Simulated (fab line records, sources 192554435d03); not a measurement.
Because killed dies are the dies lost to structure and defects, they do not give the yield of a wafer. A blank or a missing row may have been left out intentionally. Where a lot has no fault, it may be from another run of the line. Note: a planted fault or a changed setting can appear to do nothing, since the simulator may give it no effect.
fab line records	flow n5-finfet
[record] lots = 7	wafers = 18	last-day = 17
route steps=1938 shown BEOL_M10@1514 PASSIVATION@1936
lots that met no fault: from a run of the same line without faults
start-h: hours from the record's opening day to when the first of the lot's shown wafers began	wait-h: hours elapsed since this lot's preceding step	" as in the row above	L1.1+2: a row that stands for several wafers	- no value, or no start given	* or withheld: withheld	< > ~ a bound
route shown NAME@n: NAME is a module with steps in the file, n the number in the route of the first one	usual: mean/standard deviation of fault-free wafers	same: alike in all rows	chamber/n: place in a boat	sites: each site's reading	_std_site: the standard deviation of these	_edge_site: the outer-site mean with the inner-site mean subtracted	radius-mm: how far each site lies from the wafer's centre	mask NAME#n: copy n	behind: tool/chamber where the wafer was last shaped	hold: reason for holding the lot/hours on hold/outcome of the hold	device: the n, p or np transistor that did not switch	end of line: tests run on the same wafers once the route is complete	where a step has no rows: the recipe by itself	killed: at the first sort, the dies lost to defects and structure; wafer yield is something else	map: a wafer's dies, marking killed ones x, the rest . and places with no die _
set.NAME: the setting that was run; set.NAME@STEP: the one run at that earlier step	model.NAME: the simulator's own value behind a step, which no gauge read
lots seen at some steps along the route; tables by step, rows by wafer
services: the hour from which a tool's chamber was out of use, counted from the record's first day as start-h (under 0 if before that day), plus the number of hours and why
[[steps]]
[step N5_BEOL_M10_STRIP_77]
[recipe] chemistry = N2/H2	time-s = 10	power-w = 450	temp-c = 40	pressure-mtorr = 20	rf-frequency-hz = 6e+07	bias-power-w = 7	n2-flow-sccm = 200	h2-flow-sccm = 200
[usual] drypump-motor-current-A = 5.8/0.55	h2-flow-sccm = 199.9/0.68	oes-product-au = 0.82/0.087	rf-vpp-V = 59.4/0.89	showerhead-plenum-p-Torr = 2.58/0.079	throttle-valve-pct = 23.5/0.33
lot.wafer	tool	chamber	start-h	wait-h	drypump-motor-current-A	h2-flow-sccm	oes-product-au	rf-hours-counter-h	rf-vpp-V	showerhead-plenum-p-Torr	throttle-valve-pct
L698.2	rie-diel-03	0	-	-	5.2	198.7	0.86	54	61.1	2.57	23.4
L698.5	"	1	"	"	5.5	200.6	0.71	-	59.7	2.62	23.7
L698.6	"	2	"	"	5.0	200.0	0.80	-	58.6	2.58	24.2
L703.1	rie-diel-06	1	-	-	6.6	200.4	0.69	236	59.9	2.60	23.4
L703.3	"	2	"	"	6.3	200.7	0.95	16	57.6	2.50	23.5
L703.6	"	2	"	"	6.3	200.9	0.95	-	58.7	2.50	23.5
L712.2	rie-diel-06	3	-	-	5.4	198.8	0.87	42	59.5	2.68	23.5
L712.3	"	2	"	"	6.3	199.4	0.93	30	59.7	2.49	23.5
L712.4	"	2	"	"	6.3	199.3	0.92	-	58.6	2.49	23.5
L711.2	rie-diel-03	3	-	-	5.9	199.7	0.76	156	58.4	2.41	23.4
L711.6	"	0	"	"	5.2	200.0	0.82	-	59.9	2.56	23.4
L714.1	rie-diel-03	0	-	-	5.2	199.6	0.82	84	60.3	2.56	23.4
L714.2	"	2	"	"	5.0	199.8	0.76	132	59.4	2.56	24.3
L714.5	"	0	"	"	5.2	200.0	0.82	-	58.8	2.56	23.4
L716.1	rie-diel-01	1	-	-	5.8	200.7	0.89	42	58.9	2.67	22.8
L716.2	"	2	"	"	5.2	199.6	0.78	118	57.5	2.68	23.7
L715.1	rie-diel-03	3	-	-	5.9	199.7	0.75	165	57.9	2.41	23.4
L715.2	"	0	"	"	5.2	200.9	0.81	91	60.6	2.56	23.4
[step N5_BEOL_M10_OCD_MEAS_38]
[usual] trench-depth-nm = 149.8/2.7
lot.wafer	tool	chamber	start-h	wait-h	trench-depth-nm
L698.2	ocd-01	-	244.91	-	147.2
L698.5	"	-	"	"	150.6
L698.6	"	-	"	"	152.5
L703.1	ocd-01	-	271.81	-	148.7
L703.3	"	-	"	"	148.9
L703.6	"	-	"	"	149.5
L712.2	ocd-02	-	317.19	-	146.7
L712.3	"	-	"	"	152.0
L712.4	"	-	"	"	153.2
L711.2	ocd-01	-	323.60	-	150.4
L711.6	"	-	"	"	145.6
L714.1	ocd-02	-	325.81	-	146.6
L714.2	"	-	"	"	150.8
L714.5	"	-	"	"	146.5
L716.1	ocd-02	-	338.57	-	151.8
L716.2	"	-	"	"	152.0
L715.1	ocd-01	-	349.63	-	150.2
L715.2	"	-	"	"	147.8
[step N5_BEOL_M10_HM_STRIP_39]
[recipe] chemistry = peroxide-tin-strip	material = TiN	target-depth-a = 250	temp-c = 50	time-s = 158
[step N5_BEOL_M10_SRD_40]
[recipe] time-s = 30	temp-c = 23	rinse-liquid = diw	dry = ipa-marangoni
[step N5_BEOL_M10_PRECLEAN_42]
[recipe] chemistry = residue-remover	time-s = 60	temp-c = 40
[step N5_BEOL_M10_SRD_43]
[recipe] time-s = 30	temp-c = 23	rinse-liquid = diw	dry = ipa-marangoni
[step N5_BEOL_M10_CD_MEAS_35]
[recipe] target-cd-nm = 70	polarity = opening
[usual] cd-nm = 69.8/0.73
lot.wafer	tool	chamber	start-h	wait-h	cd-nm
L698.2	cd-sem-03	-	245.06	0.0	68.4
L698.5	"	-	"	"	69.0
L698.6	"	-	"	"	69.7
L703.1	cd-sem-02	-	271.96	0.0	69.9
L703.3	"	-	"	"	69.9
L703.6	"	-	"	"	70.5
L712.2	cd-sem-03	-	317.34	0.0	70.0
L712.3	"	-	"	"	69.3
L712.4	"	-	"	"	69.8
L711.2	cd-sem-02	-	323.76	0.0	70.1
L711.6	"	-	"	"	69.7
L714.1	cd-sem-02	-	325.97	0.0	70.1
L714.2	"	-	"	"	69.1
L714.5	"	-	"	"	69.8
L716.1	cd-sem-03	-	338.72	0.0	69.5
L716.2	"	-	"	"	69.3
L715.1	cd-sem-03	-	349.79	0.0	69.5
L715.2	"	-	"	"	69.2
[step N5_BEOL_M10_CURE_72]
[recipe] temp-c = 370	time-s = 120	ambient = DMADMS/He	material = SiCOH_lowk
[usual] lamp-power-pct = 52.31/0.053	wafer_temp_C_max = 371.8/0.59
lot.wafer	tool	chamber	start-h	wait-h	lamp-power-pct	wafer_temp_C_max
L698.2	uv-cure-02	0	245.15	0.1	52.34	372.4
L698.5	"	0	"	"	52.41	371.7
L698.6	"	0	"	"	52.35	372.2
L703.1	uv-cure-03	1	272.00	0.0	52.25	371.3
L703.3	"	1	"	"	52.38	371.1
L703.6	"	1	"	"	52.35	372.2
L712.2	uv-cure-01	1	317.69	0.3	52.35	371.2
L712.3	"	1	"	"	52.18	371.2
L712.4	"	1	"	"	52.26	371.1
L711.2	uv-cure-01	2	324.03	0.3	52.35	372.9
L711.6	"	2	"	"	52.37	372.3
L714.1	uv-cure-02	0	326.01	0.0	52.26	372.4
L714.2	"	0	"	"	52.31	372.3
L714.5	"	0	"	"	52.37	372.0
L716.1	uv-cure-03	2	338.77	0.0	52.33	371.8
L716.2	"	2	"	"	52.32	372.4
L715.1	uv-cure-02	1	350.12	0.3	52.40	372.2
L715.2	"	1	"	"	52.37	371.6
[step N5_BEOL_M10_DEGAS_44]
[recipe] ambient = vacuum	temp-c = 250	time-s = 60
[step N5_BEOL_M10_PRE_CLEAN_45]
[recipe] gas = H2/He	time-s = 30	temp-c = 250
[usual] heater-power-w = 329/35
lot.wafer	tool	chamber	start-h	wait-h	heater-power-w
L698.2	pvd-sputter-03	-	245.66	0.0	298
L698.5	"	-	"	"	389
L698.6	"	-	"	"	308
L703.1	pvd-sputter-03	-	272.90	0.0	280
L703.3	"	-	"	"	309
L703.6	"	-	"	"	387
L712.2	pvd-sputter-01	-	318.39	0.0	382
L712.3	"	-	"	"	318
L712.4	"	-	"	"	299
L711.2	pvd-sputter-03	-	324.37	0.0	298
L711.6	"	-	"	"	371
L714.1	pvd-sputter-03	-	327.42	0.0	302
L714.2	"	-	"	"	390
L714.5	"	-	"	"	379
L716.1	pvd-sputter-01	-	341.09	0.0	373
L716.2	"	-	"	"	302
L715.1	pvd-sputter-01	-	352.88	0.0	369
L715.2	"	-	"	"	305
[step N5_BEOL_M10_ALD_74]
[recipe] material = TaN	target-thk-a = 20	temp-c = 275	ald-precursor-family = PDMAT	ald-co-reactant = NH3	pressure-torr = 3	carrier-flow-sccm = 1500	pulse-time-s = 2	purge-time-s = 3	co-reactant-purge-time-s = 2	co-reactant-pulse-time-s = 3	ald-cycles = 40	precursor-vessel-temp-c = 75	precursor-vessel-pressure-torr = 26.25	precursor-vessel-carrier-sccm = 1000
[step N5_BEOL_M10_SURFACE_TREAT_76]
[recipe] gas = Ar	time-s = *	ion-energy-ev = *	ion-current-ma-cm2 = 0.5	pressure-mtorr = *	ar-flow-sccm = 30
[usual] throttle-valve-pct = *
lot.wafer	tool	chamber	start-h	wait-h	throttle-valve-pct
L698.2	pvd-sputter-01	-	246.09	0.2	*
L698.5	"	-	"	"	*
L698.6	"	-	"	"	*
L703.1	pvd-sputter-01	-	273.35	0.2	*
L703.3	"	-	"	"	*
L703.6	"	-	"	"	*
L712.2	pvd-sputter-02	-	318.78	0.2	*
L712.3	"	-	"	"	*
L712.4	"	-	"	"	*
L711.2	pvd-sputter-01	-	324.73	0.2	*
L711.6	"	-	"	"	*
L714.1	pvd-sputter-02	-	327.79	0.2	*
L714.2	"	-	"	"	*
L714.5	"	-	"	"	*
L716.1	pvd-sputter-01	-	341.57	0.2	*
L716.2	"	-	"	"	*
L715.1	pvd-sputter-01	-	353.32	0.2	*
L715.2	"	-	"	"	*
[step N5_BEOL_M10_CVD_75]
[recipe] material = Co	target-thk-a = 20	temp-c = withheld	precursor = CCTBA/H2	pressure-torr = 30	time-s = 138.9
[usual] run-length-s = 161.3/0.41
lot.wafer	tool	chamber	start-h	wait-h	run-length-s	since-wet-clean-h
L698.2	cvd-co-01	0	246.15	0.0	161.3	1006
L698.5	"	2	"	"	162.1	-
L698.6	"	1	"	"	161.1	-
L703.1	cvd-co-01	0	273.41	0.0	161.4	1033
L703.3	"	2	"	"	161.9	574
L703.6	"	2	"	"	161.4	-
L712.2	cvd-co-02	1	318.84	0.0	161.0	1298
L712.3	"	1	"	"	161.1	-
L712.4	"	2	"	"	161.4	-
L711.2	cvd-co-01	2	324.87	0.1	158.9	626
L711.6	"	0	"	"	159.0	-
L714.1	cvd-co-02	1	327.85	0.0	161.7	1307
L714.2	"	1	"	"	161.1	-
L714.5	"	1	"	"	161.6	-
L716.1	cvd-co-01	2	341.67	0.1	161.3	642
L716.2	"	1	"	"	158.3	205
L715.1	cvd-co-01	2	353.60	0.3	161.6	654
L715.2	"	0	"	"	158.9	1114
[step N5_BEOL_M10_SPUTTER_48]
[recipe] material = Cu	target-thk-a = 120	temp-c = -20	bias-v = 60	power-w = 26000	chamber-pressure-pa = 0.13	time-s = 2
[usual] throttle-valve-pct = 30.5/1.3
lot.wafer	tool	chamber	start-h	wait-h	throttle-valve-pct
L698.2	pvd-sputter-01	-	246.51	0.3	31.2
L698.5	"	-	"	"	31.9
L698.6	"	-	"	"	31.5
L703.1	pvd-sputter-01	-	273.65	0.2	28.5
L703.3	"	-	"	"	30.0
L703.6	"	-	"	"	28.3
L712.2	pvd-sputter-01	-	319.01	0.1	28.7
L712.3	"	-	"	"	32.0
L712.4	"	-	"	"	31.2
L711.2	pvd-sputter-01	-	325.00	0.1	30.4
L711.6	"	-	"	"	30.5
L714.1	pvd-sputter-01	-	328.17	0.3	28.8
L714.2	"	-	"	"	30.3
L714.5	"	-	"	"	32.1
L716.1	pvd-sputter-01	-	341.85	0.1	31.9
L716.2	"	-	"	"	30.2
L715.1	pvd-sputter-01	-	353.80	0.2	31.5
L715.2	"	-	"	"	32.1
[step N5_PASSIVATION_PROBE_49]
[usual] defect-limited-yield = 91.4/1.5	killed_at_M0_to_M3 = 34/10	killed_at_M4_up = 15/6	killed-at-contacts = 12/6	killed-at-front-end = 37/11	killed-at-other = 3.3/2.8	killed-dies = 101/18	killed-open = 66/14	killed-short = 33/7.8	sort_bin_5_function = 5.0/0.97	sort_bin_6_memory = 3.2/0.72	sort-n-pass = 1079/18	sort-yield-pct = 91.4/1.5
[same] gross-dies = 1180	killed-at-back-side = 0	sort_bin_4_leakage[%] = 0	sort_bin_8_speed[%] = 0
lot.wafer	tool	chamber	start-h	wait-h	defect-limited-yield[%]	killed_at_M0_to_M3	killed_at_M4_up	killed-at-contacts	killed-at-front-end	killed-at-other	killed-dies	killed-open	killed-short	sort_bin_5_function[%]	sort_bin_6_memory[%]	sort-n-pass	sort-yield-pct[%]
L711.2	prober-02	-	386.50	0.1	91.6	38	16	11	32	2	99	64	33	5.3	2.8	1081	91.6
L711.6	prober-02	-	386.70	0.3	92.6	33	19	5	28	2	87	57	24	4.1	2.5	1093	92.6
// killed by level:class
L711.2 FIN_SAQP:geometric-particle:open=11 BEOL_M2:geometric-particle:open=11 MOL_CONTACT_COAG:geometric-particle:open=9 FIN_SAQP:geometric-particle:short=8 BEOL_M0_SAQP:geometric-particle:open=8 BEOL_M3:geometric-particle:open=8 BEOL_M4:geometric-particle:open=7 BEOL_M0_SAQP:geometric-particle:short=5
L711.6 BEOL_M2:geometric-particle:open=18 BEOL_M5:geometric-particle:open=7 BEOL_M0_SAQP:geometric-particle:short=5 BEOL_M0_SAQP:geometric-particle:open=4 BEOL_M4:geometric-particle:open=4 STARTING-WAFER:geometric-particle:open=4 HKMG_FIN:area-etch=4 GATE_CUT:geometric-particle:short=3
[[services]]
tool	chamber	start-h	hours	kind
uv-cure-03	-	224.93	2.1	pm
rie-diel-06	-	233.19	15.6	pm
uv-cure-03	-	233.21	6.0	pm
uv-cure-02	-	236.79	7.5	pm
cvd-co-02	1	240.53	10.1	repair
uv-cure-01	-	250.82	9.8	repair
rie-diel-06	3	251.02	9.4	repair
rie-diel-03	3	259.60	4.2	repair
rie-diel-06	0	263.94	4.2	repair
rie-diel-06	-	277.23	4.3	pm
rie-diel-06	0	284.94	-	clean
rie-diel-06	0	284.94	-	consumable-replace:focus-ring
rie-diel-06	0	284.94	15.1	scheduled-down
rie-diel-06	0	284.94	15.1	vent-cycle
rie-diel-01	0	287.50	1.8	repair
cvd-co-02	0	290.57	66.4	repair
cvd-co-01	-	298.11	6.9	pm
rie-diel-03	0	303.24	7.5	repair
rie-diel-06	2	309.91	2.8	repair
rie-diel-06	1	313.78	-	clean
rie-diel-03	1	321.25	4.6	repair
cvd-co-02	2	324.30	8.6	repair
pvd-sputter-03	-	332.92	11.1	repair
pvd-sputter-02	-	346.78	6.9	repair
[[key]]
[first-sign] step = N5_BEOL_M10_CVD_75	reading = run-length-s	direction = down	sigmas = 6.1	usual = *	struck = *
effect none on later readings
met-at N5_BEOL_M10_CVD_75
struck-wafers L711.2,L711.6,L715.2,L716.2
onset-between 273.41 324.87
[fault] kind = process-parameter-drift	tool = cvd-co-01	chamber = -	onset-h = 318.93	steps = N5_BEOL_M10_CVD_75	channel = time-s	offset = *	shape = step	end-h = 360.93	scope = struck-wafers-only	acts-in = *	stated = *
